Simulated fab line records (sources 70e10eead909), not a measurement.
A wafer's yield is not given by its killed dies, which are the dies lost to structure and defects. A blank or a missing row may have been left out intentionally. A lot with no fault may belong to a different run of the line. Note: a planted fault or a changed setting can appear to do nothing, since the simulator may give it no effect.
Which tool is to blame? :: flow nand harc :: 18 wafers from 6 lots sampled at 3 of the route's 1302 steps

WHAT THE GAUGES SHOWED, per wafer
NHARC_A_CONTACT_CD_MEAS_80.
lot: L123
measured: day 23 12:51
on: cd sem-03
cd nm (nm): 289.4 289.4 289.6

lot: L127
measured: day 25 13:52
on: cd sem-01
cd nm (nm): 288.5 288.2 288.1

lot: L135
measured: day 28 03:58
on: cd sem-01
cd nm (nm): 290.7 289.8 289.9

lot: L137
measured: day 29 09:47
on: cd sem-03
cd nm (nm): 289.0 290.1 288.9

lot: L138
measured: day 30 11:23
on: cd sem-02
cd nm (nm): 288.7 289.2 289.6

lot: L141
measured: day 31 17:27
on: cd sem-01
cd nm (nm): 289.3 289.4 289.8

WHICH TOOL RAN EACH LOT (tool, then ch and the chambers of the sampled wafers, then the start)
lot: L123
NHARC_A_CONTACT_ETCH_127: har cap etch-02 ch 0,1, day 23 10:49
NHARC_A_CONTACT_ETCH_132: har cap etch-02 ch 0,1, day 23 11:42

lot: L127
NHARC_A_CONTACT_ETCH_127: har cap etch-02 ch 0,1, day 25 11:47
NHARC_A_CONTACT_ETCH_132: har cap etch-02 ch 0,1, day 25 12:40

lot: L135
NHARC_A_CONTACT_ETCH_127: har cap etch-01 ch 1, day 28 01:55
NHARC_A_CONTACT_ETCH_132: har cap etch-01 ch 1, day 28 02:48

lot: L137
NHARC_A_CONTACT_ETCH_127: har cap etch-03 ch 0,1, day 29 07:44
NHARC_A_CONTACT_ETCH_132: har cap etch-03 ch 0,1, day 29 08:37

lot: L138
NHARC_A_CONTACT_ETCH_127: har cap etch-01 ch 0,1, day 30 09:23
NHARC_A_CONTACT_ETCH_132: har cap etch-01 ch 0,1, day 30 10:16

lot: L141
NHARC_A_CONTACT_ETCH_127: har cap etch-03 ch 1, day 31 14:53
NHARC_A_CONTACT_ETCH_132: har cap etch-03 ch 1, day 31 16:04
- NHARC_A_CONTACT_ETCH_127: etches the open film in C4F8/O2/Ar, time 197 s, target depth 1918 nm.
- NHARC_A_CONTACT_ETCH_132: etches the open film in C4F8/O2/Ar, time 197 s, target depth 1924 nm.

THE ANSWER, worked out from the rows above alone
Rule: the usual values come from the lots themselves. The widest of any qualifying gaps counts: lots, ordered by their means at a reading, are off when they make up no more than a third of the lots, leave a main group of 4 or more, and stand apart from it by 3 or more times the standard deviation of that group's means. A main group is skipped when, at the precision printed for the reading in the tables above, its means are all equal. Also off: a lot with no number at a reading for which 4 or more lots have one. Where the step has rows for the other lots, those lots are counted as sound.
None of the lots is off at any reading shown; this tells nothing.

WHAT WAS PUT IN BY THE SIMULATOR
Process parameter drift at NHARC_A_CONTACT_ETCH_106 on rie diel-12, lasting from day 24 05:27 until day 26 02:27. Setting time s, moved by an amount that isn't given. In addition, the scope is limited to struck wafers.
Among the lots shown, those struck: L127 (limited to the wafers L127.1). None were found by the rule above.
